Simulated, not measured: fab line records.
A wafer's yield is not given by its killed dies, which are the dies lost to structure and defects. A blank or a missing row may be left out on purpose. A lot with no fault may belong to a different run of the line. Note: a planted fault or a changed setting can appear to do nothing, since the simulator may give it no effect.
Split-lot trial -- flow n5 finfet -- 7 lots, 21 wafers read, on a route of 1938 steps

## ON THE SPLIT
At N5_BEOL_M5_ETCH_68 (etches SOC in N2/H2, target depth 80 nm, overetch 16 nm, time 120 s), the setting bias w was moved away from the recipe's 150 W on 7 of the 21 wafers read, by -13.4% to +10.0%. All remaining wafers had this setting at the recipe value.

The split's own step is where the reading is taken.

## THE READING
rf vpp V, in V, at N5_BEOL_M5_ETCH_68 (etches SOC in N2/H2, target depth 80 nm, overetch 16 nm, time 120 s). A value of 524.2 V with a standard deviation of 2 V is what fault-free wafers of this fab line usually give.

wafer,"tool, chamber at the split","bias w as run, W",against the recipe,"rf vpp V, V",against lot-mates on the recipe
L074.3,"rie diel-02, 1",150,recipe,524.4,-
L074.5,"rie diel-02, 0",140.4,-6.4%,503.9,-20.5
L074.6,"rie diel-02, 1",140.4,-6.4%,501.4,-23.0
L077.1,"rie diel-02, 3",150,recipe,522.9,-
L077.2,"rie diel-02, 2",150,recipe,524.3,-
L077.3,"rie diel-02, 1",150,recipe,521.8,-
L078.1,"rie diel-06, 2",134.8,-10.1%,490.3,-35.7
L078.4,"rie diel-06, 1",150,recipe,526.5,-
L078.5,"rie diel-06, 2",150,recipe,525.6,-
L082.1,"rie diel-01, 2",129.9,-13.4%,476.9,no lot-mate on the recipe
L082.2,"rie diel-01, 0",129.9,-13.4%,480.0,no lot-mate on the recipe
L082.6,"rie diel-01, 0",129.9,-13.4%,478.7,no lot-mate on the recipe
L084.2,"rie diel-01, 0",150,recipe,526.5,-
L084.4,"rie diel-01, 1",150,recipe,526.1,-
L084.5,"rie diel-01, 3",150,recipe,522.8,-
L093.1,"rie diel-06, 0",165,+10.0%,559.1,+33.6
L093.4,"rie diel-06, 2",150,recipe,524.2,-
L093.6,"rie diel-06, 0",150,recipe,526.7,-
L094.2,"rie diel-02, 3",150,recipe,523.0,-
L094.4,"rie diel-02, 1",150,recipe,522.2,-
L094.5,"rie diel-02, 3",150,recipe,521.1,-

THE FIT
A straight line over all 21 wafers: rf vpp V changes by +3.41 V for each +1% of bias w; r = +1.00; the points scatter about the line by 1.7 V.
The same after taking each lot's own level away (the mean of its wafers on the recipe; 18 wafers): +3.43 V for each +1%; r = +1.00; scatter 1.2 V.
According to that fit, moving bias w by its largest amount changes the reading by 46 V.
Measured against the standard deviation above, the lots' own levels, which go from 522.10 to 526.05 V, span 2.0 times it.
So the lot-to-lot level changes the slope little: the two slopes agree.
Check: with one of the wafers moved furthest among these (-10.1%) left out of the fit, the line predicts -34.3 V for it against its lot-mates. It came out at -35.7 V against them.
Tool readings at the split's step, against how far the setting was moved: rf vpp V r = +1.00.

## THESE WAFERS: OTHER SPLITS
Other splits were also applied to these wafers ahead of the reading. Each is held against what the fit with the lots' levels taken away leaves over:
other split on the same wafers,wafers away from the commonest value,r with rf vpp V (lot level and that fit taken away)
N5_BEOL_M4_COAT_62 spin rpm,9,+0.23

## THE WHOLE CHAIN: every reading that the file lists as answering this split, in the file's order
step,what it does,reading,change (the file's fit),r (the file's)
N5_BEOL_M5_ETCH_68,"etches SOC in N2/H2, target depth 80 nm, overetch 16 nm, time 120 s",rf vpp V,+3.44 V for each +1% of the setting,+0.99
N5_BEOL_M5_ETCH_68,"etches SOC in N2/H2, target depth 80 nm, overetch 16 nm, time 120 s","SiARC_of_BEOL_M5_COAT_66.thk nm (the simulator's own value, which no gauge read)",-0.0739 nm for each +1% of the setting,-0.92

## FILE'S OWN FIT
rf vpp V changes by +3.44 V for each +1% of bias w, r = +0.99.
